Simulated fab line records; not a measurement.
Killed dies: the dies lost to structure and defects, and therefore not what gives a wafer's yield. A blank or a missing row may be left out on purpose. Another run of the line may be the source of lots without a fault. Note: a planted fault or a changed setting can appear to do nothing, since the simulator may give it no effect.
Problem report in the 8D (eight disciplines) form, filled by code + flow nand harc + the parts of the form that need people (team, actions taken, sign-off) are left out

== 1. WHAT IS WRONG ==
Mean of heater power total W at NHARC_P_M2_SOFTBAKE_04: 212.69 W across 6 wafers in 2 lots; on wafers with no fault it is 188.44 W (standard deviation 0.13). That is +99 or more standard deviations from the usual mean.
The step: time 55 s.
First observed at day 9 12:00: wafer L751.1, on litho track-04. The record has a number at this step for 36 wafers belonging to 12 lots. By rule, "out" or "out of limits" means more than 4 standard deviations away from the usual mean. All remaining wafers that have a number are taken as sound.

== 2. WHAT IT IS, AND WHAT IT ISN'T ==
| question                    | is                     | is not                                                                    |
|-----------------------------|------------------------|---------------------------------------------------------------------------|
| which readings at this step | heater power total W   | chill plate temp C                                                        |
| which lots                  | L751, L755             | L739, L740, L743, L744, L746, L748, L749, L750, L754, L756                |
| which wafers of those lots  | all that have a number | -                                                                         |
| read on which tools         | litho track-04         | litho track-01, litho track-06                                            |
| when                        | from day 9 12:00       | up to then (24 sound wafers); but 6 sound wafers of L754, L756 came after |

== 3. THE SUSPECTS, EACH WITH WHAT RULES IT OUT ==
Counting: a tool stays on the suspect list if, at a process step up to the reading, it processed all lots that are out and no sound lot following the first of them.
- rie diel-10 at NHARC_P_M1_ETCH_28 (etches the open film in CF4/N2, target depth 30 nm, time 72.99 s): ruled out as a lasting fault. Following L751 (day 9 11:26), the first lot on it that is out, the sound lots L756 were run on it. NHARC_P_M1_ETCH_28: start missing for some lots; hours and lot order therefore follow NHARC_P_M1_CMP_23.
- litho track-04 at NHARC_P_M2_SOFTBAKE_04 (time 55 s): kept. Every lot that is out went through it, starting with L751 (day 9 12:00), and after that it ran no sound lot; the last sound lot it ran before then is L749 (day 8 22:00). Out on those wafers are its own readings of heater power total W.
Remaining after the count: litho track-04 at NHARC_P_M2_SOFTBAKE_04.

== 4. THE CAUSE (what the simulator had put in) ==
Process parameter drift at NHARC_P_M2_SOFTBAKE_04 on litho track-04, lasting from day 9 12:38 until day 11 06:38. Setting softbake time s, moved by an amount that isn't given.
After counting, this tool was the only one left.

== 5. SEQUENCE OF EFFECTS, ordered by route ==
One row per reading whose mean, taken over the struck wafers that have a number, lies over 3 standard deviations from the usual. Scope: only readings with a usual standard deviation given in the record; hours: median across lots of the time from each lot's start at the first step in this table that gives one to its start at this step; sigmas: change in usual standard deviations.
| hours | step                   | reading              | usual    | on struck wafers | change | sigmas      |
|-------|------------------------|----------------------|----------|------------------|--------|-------------|
| 0     | NHARC_P_M2_SOFTBAKE_04 | heater power total W | 188.44 W | 212.69           | +24.25 | +99 or more |
The process steps in it:
- NHARC_P_M2_SOFTBAKE_04: time 55 s.
At these later measuring or inspecting steps, every struck wafer for which the step has a row has a number for every such reading, and none has moved that far: NHARC_END_SORT_01.

== 6. HOW IT WOULD HAVE BEEN CAUGHT EARLIER ==
In this record the first reading out of limits was taken at day 9 12:00.
